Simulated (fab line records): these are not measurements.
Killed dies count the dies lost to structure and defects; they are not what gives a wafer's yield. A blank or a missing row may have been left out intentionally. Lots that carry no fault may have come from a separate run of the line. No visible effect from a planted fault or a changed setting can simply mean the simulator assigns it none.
Struck lot and sound lot, side by side -- flow n5Finfet -- 19 out of 1938 route steps
Sound: these wafers, L823.1, L823.2, L823.6. Wafers L835.1, L835.2, L835.3 were the ones struck. Last of all comes the cause.
Per side, at each step with rows, come the tool, then ch with its chambers, and then its first start. Under that, the readings that differ: sound wafers -- struck wafers -- difference of the means -- sigmas: that difference in standard deviations of wafers without a fault.
alike: readings whose means differ by less than 2 such deviations, and words and numbers that are the same on both sides. not compared: withheld readings, readings that some wafer has no value for, bounds like >300 that may hide the same value, and numbers for which the record gives no deviation and whose values overlap.
A row with sigmas, a row that says differs or no value, or rows on one side alone: a step with any of these is where the two part. Numbers that don't overlap but have no deviation are shown without sigmas and don't part them. A reading that every wafer of one side lacks parts them only if that side has two wafers or more.

N5_BEOL_M7_RS_MEAS_57: uses a four-point probe to measure.
  sound on filmMetro-02, day 11 05:39; struck on filmMetro-02, day 15 07:13
  alike: M7_RS
N5_BEOL_M7_INSPECT_58: inspects for defects (darkfield).
  sound on defectInspect-01, day 11 05:41; struck on defectInspect-01, day 15 07:15
  alike: rawDefectCount
N5_BEOL_M8_ILD_DEP_00: deposits SiCOH lowk from DEMS/porogen, target thk 179.75 nm, time 33.4 s.
  sound on pecvd-03 ch 0,1, day 11 05:43; struck on pecvd-01 ch 0,1,2, day 15 07:17
  alike: heaterPowerW, showerheadPlenumPTorr, throttleValvePct
  not compared: sinceWetCleanH
N5_BEOL_M8_CURE_74: cures SiCOH lowk, time 240 s.
  sound on uvCure-03 ch 2, day 11 05:48; struck on uvCure-03 ch 2, day 15 07:21
  alike: lampPowerPct, wafer_temp_C_max
N5_BEOL_M8_THK_MEAS_01:
  sound on filmMetro-01, day 11 06:19; struck on filmMetro-01, day 15 07:52
  alike: M8_ILD_THK
N5_BEOL_M8_PECVD_70: deposits SiO2 from TEOS/O2, target thk 20 nm, time 22.7 s.
  sound on pecvd-03 ch 0,1, day 11 06:21; struck on pecvd-02 ch 0,1,2, day 15 07:54
  alike: heaterPowerW, showerheadPlenumPTorr, throttleValvePct
  not compared: sinceWetCleanH
N5_BEOL_M8_HM_DEP_02: deposits TiN, target thk 20 nm.
  sound on pvdSputter-02, day 11 07:20; struck on pvdSputter-03, day 15 08:20
  alike: throttleValvePct
then, 5 steps without rows for these wafers: N5_BEOL_M8_COAT_59 (time 60 s, resist thk 100 nm); N5_BEOL_M8_COAT_60 (time 60 s, resist thk 35 nm); N5_BEOL_M8_COAT_05 (resist thk 90 nm); N5_BEOL_M8_EBR_07; N5_BEOL_M8_SOFTBAKE_06 (time 60 s).
N5_BEOL_M8_EXPOSE_08: exposes mask M8.
  sound on arfiScanner-02 ch 0, day 11 07:44; struck on arfiScanner-02 ch 0, day 15 08:43
reading,sound,struck,difference,sigmas
model.BEOL_M8.overlayXNm (nm),0.4 0.4 0.4,20.2 20.2 20.2,+19.8,
  alike: mask
then, 2 steps without rows for these wafers: N5_BEOL_M8_PEB_09 (peb time 60 s); N5_BEOL_M8_DEVELOP_10 (develop time 30 s).
N5_BEOL_M8_CD_MEAS_11: target cd 38.5 nm.
  sound on cdSem-02 ch 0, day 11 07:51; struck on cdSem-02 ch 0, day 15 08:50
  alike: cdNm
N5_BEOL_M8_OVL_MEAS_12:
  sound on overlay-02 ch 0, day 11 07:53; struck on overlay-01 ch 0, day 15 08:52
reading,sound,struck,difference,sigmas
M8_OVL (nm),0.5 0.3 -0.2,20.4 20.6 20.8,+20.4,+31
N5_BEOL_M8_INSPECT_13: inspects for defects (brightfield).
  sound on defectInspect-02, day 11 08:11; struck on defectInspect-02, day 15 08:54
  alike: rawDefectCount
-- a jump in the record: the struck wafers' starts before and after are 3 days apart (it breaks off in module BEOL_M8 and resumes in module PASSIVATION, where the first step shown is number 1936 of the route) --
N5_PASSIVATION_PROBE_49:
  record: rows for the struck wafers here (prober-02, day 18 15:25), none for the sound ones

WHERE THEY PART
Earliest at N5_BEOL_M8_OVL_MEAS_12; latest, in this record, at N5_PASSIVATION_PROBE_49.

WHY: what the simulator had put in
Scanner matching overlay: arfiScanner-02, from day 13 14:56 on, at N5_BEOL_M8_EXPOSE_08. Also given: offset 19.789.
